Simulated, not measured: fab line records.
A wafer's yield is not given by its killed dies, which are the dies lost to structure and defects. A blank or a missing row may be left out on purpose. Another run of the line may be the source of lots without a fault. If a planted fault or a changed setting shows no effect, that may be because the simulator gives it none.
Code-filled problem report in 8D (eight disciplines) form    flow n5_finfet    the parts of the form that need people (team, actions taken, sign-off) are left out

== 1. WHAT WENT WRONG ==
Across 6 wafers from 2 lots, IOFF_N at N5_BEOL_M4_RC_MEAS_101 averages 3.04 nA/um, while fault-free wafers read 0.17 nA/um with a standard deviation of 0.032. Measured from the usual mean, that is +90 standard deviations.
First observed at day 11 01:46: wafer L808.1, on prober-01. The record holds 30 wafers of 10 lots with a number at this step. The rule behind "out" and "out of limits": a value lying over 4 standard deviations away from the usual mean. The rest of the wafers with a number are treated as sound.

== 2. WHAT IT IS, AND WHAT IT ISN'T ==
question                     is                                                is not
which readings at this step  IOFF_N, CJ_N, DIBL_N, IOFF_N_85C, RS_PWELL, SS_N  DIBL_P, IOFF_P, ION_P, SS_P, VT_P
which lots                   L808, L810                                        L797, L799, L800, L802, L804, L805, L809, L811
which wafers of those lots   all that have a number                            -
read on which gauges         prober-01                                         prober-02
when                         from day 11 01:46                                 up to then (18 sound wafers); but 6 sound wafers of L809, L811 came after

== 3. WHAT RULES OUT EACH SUSPECT ==
Counting: a tool at a process step up to the reading stays a suspect if it ran every lot that is out and no sound lot after the first of them.
- ruled out: the gauge at N5_BEOL_M4_RC_MEAS_101. All the wafers that are out were read on prober-01, but those of them that N5_WELL_APT_IMPLANT_32 has rows for are out there too, on other tools.
- implanter-01 at N5_WELL_APT_IMPLANT_32: kept. It ran every lot that is out, first L808 (day 4 21:19), and no sound lot after that; its last sound lot up to then is L804 (day 3 21:40). On those wafers its own readings are out: dose_ions_cm2, faraday_current_uA.
The count leaves implanter-01 at N5_WELL_APT_IMPLANT_32.

== 4. THE CAUSE (what the simulator had put in) ==
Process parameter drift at N5_WELL_APT_IMPLANT_32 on implanter-01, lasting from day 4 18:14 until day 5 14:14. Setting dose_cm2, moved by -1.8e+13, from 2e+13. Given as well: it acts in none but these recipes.
The count eliminated every tool but this one.

== 5. THE EFFECT CHAIN, in route order ==
Each row: a reading whose mean over the struck wafers that have a number lies more than 3 standard deviations from the usual. Readings are gone through only where the record gives a usual standard deviation; hours: the median, over the lots, of the time from a lot's start at the first step in this table giving one to that lot's start at this step; sigmas: the change measured in usual standard deviations.
hours  step                     reading             usual        on struck wafers  change       sigmas
0      N5_WELL_APT_IMPLANT_32   dose_ions_cm2       1.9998e+13   2.0088e+12        -1.7989e+13  -99 or more
0      N5_WELL_APT_IMPLANT_32   faraday_current_uA  253          26                -228         -43
149    N5_BEOL_M4_RC_MEAS_101   CJ_N                4.33         1.37              -2.96        -30
149    N5_BEOL_M4_RC_MEAS_101   DIBL_N              36.9 mV/V    59.0              +22.1        +14
149    N5_BEOL_M4_RC_MEAS_101   IOFF_N              0.17 nA/um   3.04              +2.87        +90
149    N5_BEOL_M4_RC_MEAS_101   IOFF_N_85C          3.3 nA/um    34.8              +31.5        +62
149    N5_BEOL_M4_RC_MEAS_101   IOFF_N_LIN          0.077 nA/um  0.200             +0.123       +10
149    N5_BEOL_M4_RC_MEAS_101   RS_PWELL            3011 ohm/sq  3201              +190         +8.3
149    N5_BEOL_M4_RC_MEAS_101   SS_N                71.7 mV/dec  95.0              +23.3        +37
253    N5_PASSIVATION_PROBE_49  sort_n_pass         1073         195               -878         -46
253    N5_PASSIVATION_PROBE_49  sort_yield_pct      90.9 %       16.5              -74.4        -46
Its process steps:
- N5_WELL_APT_IMPLANT_32
- N5_PASSIVATION_PROBE_49

== 6. HOW IT WOULD HAVE BEEN CAUGHT EARLIER ==
Counted from the fault's start at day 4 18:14, it took 152 hours until the first out-of-limits reading at a measuring or inspecting step in this record, taken at day 11 01:46.
The tool's own readings at N5_WELL_APT_IMPLANT_32 were out on every struck wafer that the step has a row for (dose_ions_cm2, faraday_current_uA): an alarm limit on them would have fired on the first of those.
By day 11 01:46, every lot that is out (2) had started N5_WELL_APT_IMPLANT_32 on implanter-01. None of them would have been spared by holding the tool at that moment.
